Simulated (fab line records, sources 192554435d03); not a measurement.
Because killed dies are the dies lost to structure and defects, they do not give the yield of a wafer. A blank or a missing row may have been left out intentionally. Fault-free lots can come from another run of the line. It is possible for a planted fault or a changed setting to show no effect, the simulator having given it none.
Which tool was responsible? ; flow n5_finfet ; 10 lots, 30 wafers sampled, at 3 steps of a route of 1938

== WHAT THE GAUGES SHOWED, per wafer ==
N5_BEOL_M4_RC_MEAS_101. Usual: DIBL_N 36.0 mV/V, standard deviation 1.8; DIBL_P 36.3 mV/V, standard deviation 2.4; EOT_N 10.55, standard deviation 0.095; EOT_P 10.50, standard deviation 0.094; IOFF_N 0.16 nA/um, standard deviation 0.035; IOFF_P 0.21 nA/um, standard deviation 0.036; IOFF_P_85C 3.6 nA/um, standard deviation 0.52; IOFF_P_LIN 0.098 nA/um, standard deviation 0.013; IOFF_P_LONG 0.000101 nA/um, standard deviation 8.2e-06; ION_N 673 uA/um, standard deviation 13; ION_P 461 uA/um, standard deviation 7.2; SS_N 71.4 mV/dec, standard deviation 0.6; SS_P 73.2 mV/dec, standard deviation 0.7; VT_N 250 mV, standard deviation 4; VT_N_LVT 99 mV, standard deviation 4; VT_P -250.9 mV, standard deviation 2.9; VT_P_LONG -276.3 mV, standard deviation 2.5.
lot;measured;on;DIBL_N (mV/V);DIBL_P (mV/V);EOT_N;EOT_P;IOFF_N (nA/um);IOFF_P (nA/um);IOFF_P_85C (nA/um);IOFF_P_LIN (nA/um);IOFF_P_LONG (nA/um);ION_N (uA/um);ION_P (uA/um);SS_N (mV/dec);SS_P (mV/dec);VT_N (mV);VT_N_LVT (mV);VT_P (mV);VT_P_LONG (mV);flag
L625;day 8 20:15;prober-02;36.7 34.7 39.2;38.2 33.9 41.4;10.56 10.53 10.45;10.62 10.50 10.40;0.19 0.14 0.25;0.25 0.17 0.32;4.1 3.0 5.1;0.109 0.085 0.133;0.000102 0.000107 0.000105;675 666 693;465 457 473;72.5 72.2 72.8;73.7 72.5 74.6;248 250 242;94 98 90;-248.4 -252.9 -245.7;-273.6 -277.2 -278.2;
L626;day 8 23:30;prober-01;36.3 35.8 38.5;37.4 37.5 40.0;10.57 10.53 10.63;10.42 10.43 10.51;0.17 0.16 0.23;0.21 0.22 0.26;3.6 3.7 4.3;0.099 0.102 0.116;0.000101 0.000103 0.0001;683 672 702;462 468 475;71.5 70.7 71.8;73.8 72.9 73.9;248 250 245;97 98 92;-249.2 -247.8 -246.1;-278.9 -278.1 -276.9;
L628;day 9 10:52;prober-02;33.9 37.5 35.4;34.9 37.1 36.2;10.61 10.56 10.54;10.42 10.49 10.42;0.13 0.19 0.15;0.17 0.20 0.19;3.0 3.5 3.3;0.084 0.094 0.091;9.4e-05 8.8e-05 9.1e-05;674 668 678;461 455 470;70.4 72.0 71.5;73.2 73.4 73.2;254 248 249;100 96 97;-250.4 -251.0 -250.7;-277.8 -275.5 -277.8;
L630;day 9 23:12;prober-01;35.3 35.7 32.9;37.0 36.7 34.1;10.54 10.50 10.58;10.49 10.48 10.53;0.15 0.15 0.11;0.20 0.20 0.16;3.5 3.4 3.0;0.095 0.095 0.083;9.6e-05 0.000103 9.9e-05;675 666 668;464 459 465;71.0 71.3 71.0;73.5 73.3 72.7;249 253 255;102 103 103;-252.4 -251.4 -253.0;-279.5 -277.9 -278.3;
L633;day 11 02:52;prober-01;36.3 36.3 39.2;36.1 36.3 39.5;10.46 10.50 10.66;10.36 10.37 10.54;0.17 0.16 0.24;0.20 0.20 0.26;3.5 3.5 4.3;0.097 0.096 0.113;0.000111 0.000113 0.0001;683 686 691;464 464 459;71.6 71.9 72.2;73.7 73.7 74.0;247 249 244;94 95 92;-252.8 -252.5 -249.3;-273.9 -274.0 -273.2;
L634;day 11 04:19;prober-02;39.1 37.4 39.5;39.2 36.1 38.6;10.76 10.80 10.69;10.79 10.79 10.58;0.23 0.20 0.25;0.11 0.09 0.11;2.1 1.8 2.1;0.050 0.044 0.049;5.8e-05 6.6e-05 6e-05;695 684 697;427 426 434;71.7 71.4 72.2;74.1 72.5 73.6;244 244 240;68 69 66;-271.8 -272.7 -273.7;-297.8 -298.2 -299.3;OFF
L635;day 10 11:23;prober-01;38.1 37.4 35.5;37.5 36.5 33.8;10.75 10.90 10.88;10.78 10.70 10.83;0.17 0.16 0.12;0.11 0.09 0.08;2.0 1.8 1.6;0.048 0.045 0.039;5.8e-05 5.6e-05 6.7e-05;682 686 670;435 443 429;71.1 71.0 70.9;73.9 73.1 71.3;251 249 255;75 75 80;-270.8 -273.0 -272.3;-297.8 -298.4 -298.3;OFF
L636;day 11 08:05;prober-01;38.1 41.5 41.8;34.7 39.7 41.0;10.73 10.91 10.91;10.75 10.78 10.94;0.16 0.27 0.26;0.08 0.12 0.13;1.7 2.3 2.5;0.041 0.055 0.057;5.8e-05 5.6e-05 5.8e-05;673 685 687;422 427 431;71.5 72.9 72.4;73.2 73.2 74.2;250 244 243;79 71 71;-274.1 -267.8 -267.9;-297.6 -301.0 -299.6;OFF
L644;day 12 22:59;prober-02;36.0 33.0 37.4;35.9 32.7 36.6;10.74 10.70 10.50;10.64 10.58 10.49;0.15 0.11 0.16;0.20 0.16 0.21;3.5 2.9 3.6;0.096 0.081 0.097;9.6e-05 9.6e-05 9.9e-05;675 668 667;461 459 457;71.1 70.9 71.4;74.0 73.1 73.7;252 253 253;99 101 99;-250.9 -252.0 -251.4;-278.5 -279.0 -279.6;
L646;day 14 07:43;prober-02;37.5 37.7 36.6;39.3 39.7 38.0;10.49 10.60 10.45;10.44 10.49 10.31;0.18 0.18 0.16;0.24 0.25 0.23;4.0 4.2 3.8;0.108 0.115 0.105;0.000112 0.000109 0.000114;691 680 685;475 471 474;71.0 72.0 71.1;73.8 74.1 73.4;246 247 246;96 96 98;-246.5 -247.2 -248.1;-273.7 -273.7 -273.3;

== WHICH TOOL RAN EACH LOT (tool, then ch and the chambers of the sampled wafers, then the start) ==
lot;N5_HKMG_FIN_RTA_80;N5_BEOL_M4_ANNEAL_95
L625;rtp_anneal-01 ch 0, day 4 15:49;pvd_sputter-03, day 8 18:53
L626;rtp_anneal-01 ch 0, day 4 18:20;pvd_sputter-01, day 8 21:53
L628;rtp_anneal-01 ch 0, day 5 04:47;pvd_sputter-03, day 9 09:35
L630;rtp_anneal-01 ch 0, day 5 14:27;pvd_sputter-02, day 9 21:49
L633;rtp_anneal-01 ch 0, day 6 08:29;pvd_sputter-03, day 11 01:05
L634;rtp_anneal-01 ch 0, day 6 16:34;pvd_sputter-01, day 11 02:43
L635;rtp_anneal-01 ch 0, day 6 19:07;pvd_sputter-01, day 10 10:00
L636;rtp_anneal-01 ch 0, day 7 00:03;pvd_sputter-02, day 11 06:45
L644;rtp_anneal-02 ch 0, day 9 01:20;pvd_sputter-03, day 12 21:28
L646;rtp_anneal-01 ch 0, day 9 14:52;pvd_sputter-02, day 14 06:27
- N5_HKMG_FIN_RTA_80: time 2 s.
- N5_BEOL_M4_ANNEAL_95: time 240 s.

== AS READ BY THE TOOLS THEMSELVES (means over the sampled wafers that have a number; for cases with no such wafer, the mark the record gives instead) ==
N5_BEOL_M4_ANNEAL_95. Usual: heater_power_w reads 853 W (standard deviation 75).
lot;tool;heater_power_w (W);flag
L625;pvd_sputter-03;855;
L626;pvd_sputter-01;806;
L628;pvd_sputter-03;845;
L630;pvd_sputter-02;895;
L633;pvd_sputter-03;873;
L634;pvd_sputter-01;856;
L635;pvd_sputter-01;834;
L636;pvd_sputter-02;893;
L644;pvd_sputter-03;833;
L646;pvd_sputter-02;829;

== THE ANSWER, worked out from the rows above alone ==
Rule: a lot is off if the mean of its wafers that have a number lies more than 3 standard deviations from the usual mean. A lot without any number at a reading at which 4 lots or more have one is off too. All remaining lots with rows at the step are treated as sound. The gauges are gone through in route order, then the tools' own readings, and for those a lot's mean is taken as printed above. The first step at which some lot is off is used, and at that step the reading that is off furthest; a lot without a number counts as furthest.
Off: L634, L635, L636, at N5_BEOL_M4_RC_MEAS_101 (VT_P_LONG).
If a tool, at a process step before that reading, ran all the lots that are off and no sound lot after the first of them, it fits. Those tools and the gauges at N5_BEOL_M4_RC_MEAS_101 are tried in the same way. No candidate that was tried fits.

== WHAT THE SIMULATOR HAD PUT IN ==
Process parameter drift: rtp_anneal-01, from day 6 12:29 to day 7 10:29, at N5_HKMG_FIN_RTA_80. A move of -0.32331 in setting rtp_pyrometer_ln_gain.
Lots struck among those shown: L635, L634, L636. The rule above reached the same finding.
